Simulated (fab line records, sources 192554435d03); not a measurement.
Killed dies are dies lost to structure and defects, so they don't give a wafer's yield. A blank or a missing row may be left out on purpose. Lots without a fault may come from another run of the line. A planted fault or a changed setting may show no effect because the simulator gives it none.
Split-lot experiment | flow n5_finfet | 7 lots, 21 wafers read, on a route of 1938 steps

THE SPLIT
At N5_BEOL_M9_TRENCH_ETCH_37 (etches SiCOH lowk in C4F6/O2, target depth 151.43 nm, time 49 s), the setting source_w was moved away from the recipe's 345 W on 7 of the 21 wafers read, by -13.2% to +12.4%. The other wafers ran this setting at the recipe's value.

FROM THE SPLIT TO THE READING: what the file shows between them, 2 steps
- N5_BEOL_M9_ETCH_41: etches SiCN in CH3F/O2, target depth 36.6 nm, time 70.1 s
- N5_BEOL_M9_STRIP_80: strips in N2/H2, time 10 s

THE READING
trench_depth_nm, in nm, at N5_BEOL_M9_OCD_MEAS_38. Fault-free wafers of this fab line usually give 151 nm, standard deviation 3.3 nm.

wafer  | tool, chamber at the split | source_w as run, W | against the recipe | trench_depth_nm, nm | against lot-mates on the recipe
L075.1 | rie_diel-01, 2             | 345                | recipe             | 148                 | -
L075.3 | rie_diel-01, 1             | 345                | recipe             | 152                 | -
L075.4 | rie_diel-01, 3             | 387.7              | +12.4%             | 164                 | +14
L079.1 | rie_diel-05, 3             | 345                | recipe             | 149                 | -
L079.2 | rie_diel-05, 1             | 345                | recipe             | 151                 | -
L079.5 | rie_diel-05, 2             | 345                | recipe             | 147                 | -
L082.1 | rie_diel-05, 1             | 299.4              | -13.2%             | 141                 | -10
L082.3 | rie_diel-05, 2             | 299.4              | -13.2%             | 139                 | -12
L082.5 | rie_diel-05, 1             | 345                | recipe             | 151                 | -
L083.1 | rie_diel-01, 0             | 345                | recipe             | 152                 | -
L083.2 | rie_diel-01, 3             | 345                | recipe             | 157                 | -
L083.4 | rie_diel-01, 1             | 345                | recipe             | 151                 | -
L087.1 | rie_diel-05, 1             | 345                | recipe             | 150                 | -
L087.4 | rie_diel-05, 2             | 323.8              | -6.1%              | 142                 | -8
L087.6 | rie_diel-05, 0             | 323.8              | -6.1%              | 144                 | -6
L096.1 | rie_diel-01, 3             | 345                | recipe             | 154                 | -
L096.5 | rie_diel-01, 3             | 366.1              | +6.1%              | 157                 | +3
L096.6 | rie_diel-01, 0             | 366.1              | +6.1%              | 157                 | +3
L097.1 | rie_diel-06, 1             | 345                | recipe             | 154                 | -
L097.5 | rie_diel-06, 2             | 345                | recipe             | 156                 | -
L097.6 | rie_diel-06, 1             | 345                | recipe             | 155                 | -

THE FIT
A straight line over all 21 wafers: trench_depth_nm changes by +0.969 nm for each +1% of source_w; r = +0.90; the points scatter about the line by 2.7 nm.
The same after taking each lot's own level away (the mean of its wafers on the recipe; 21 wafers): +0.895 nm for each +1%; r = +0.94; scatter 1.9 nm.
On that fit, the largest move of source_w shifts the reading by 12 nm.
The lots' own levels span 149.0 to 155.0 nm, that is 1.8 times the standard deviation above.
So the lot-to-lot level changes the slope little: the two slopes agree.
Check: with one of the wafers moved furthest among these (-13.2%) left out of the fit, the line predicts -12.8 nm for it against its lot-mates. It came out at -10 nm against them.

OTHER SPLITS ON THESE WAFERS
These wafers also went through other splits before the reading. Each is held against what the fit with the lots' levels taken away leaves over:
other split on the same wafers     | wafers away from the commonest value | r with trench_depth_nm (lot level and that fit taken away)
N5_BEOL_M6_ALD_77 ald_cycles       | 5                                    | +0.20
N5_BEOL_M7_TRENCH_ETCH_37 source_w | 11                                   | -0.08
N5_BEOL_M7_ETCH_41 source_w        | 6                                    | -0.21
N5_BEOL_M8_DESCUM_33 time_s        | 4                                    | -0.02
N5_BEOL_M8_ETCH_66 bias_w          | 7                                    | +0.07
N5_BEOL_M9_ILD_DEP_00 time_s       | 6                                    | +0.20

THE WHOLE CHAIN: every reading that the file lists as answering this split, in the file's order
step                      | what it does                                                    | reading                                                                   | change (the file's fit)               | r (the file's)
N5_BEOL_M9_TRENCH_ETCH_37 | etches SiCOH lowk in C4F6/O2, target depth 151.43 nm, time 49 s | BEOL_M9.feature_depth_nm (the simulator's own value, which no gauge read) | +0.945 nm for each +1% of the setting | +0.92
N5_BEOL_M9_TRENCH_ETCH_37 | etches SiCOH lowk in C4F6/O2, target depth 151.43 nm, time 49 s | etch.depth_nm (the simulator's own value, which no gauge read)            | +0.948 nm for each +1% of the setting | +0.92
N5_BEOL_M9_OCD_MEAS_38    |                                                                 | trench_depth_nm                                                           | +0.945 nm for each +1% of the setting | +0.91

THE FILE'S OWN FIT
trench_depth_nm changes by +0.945 nm for each +1% of source_w, r = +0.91.
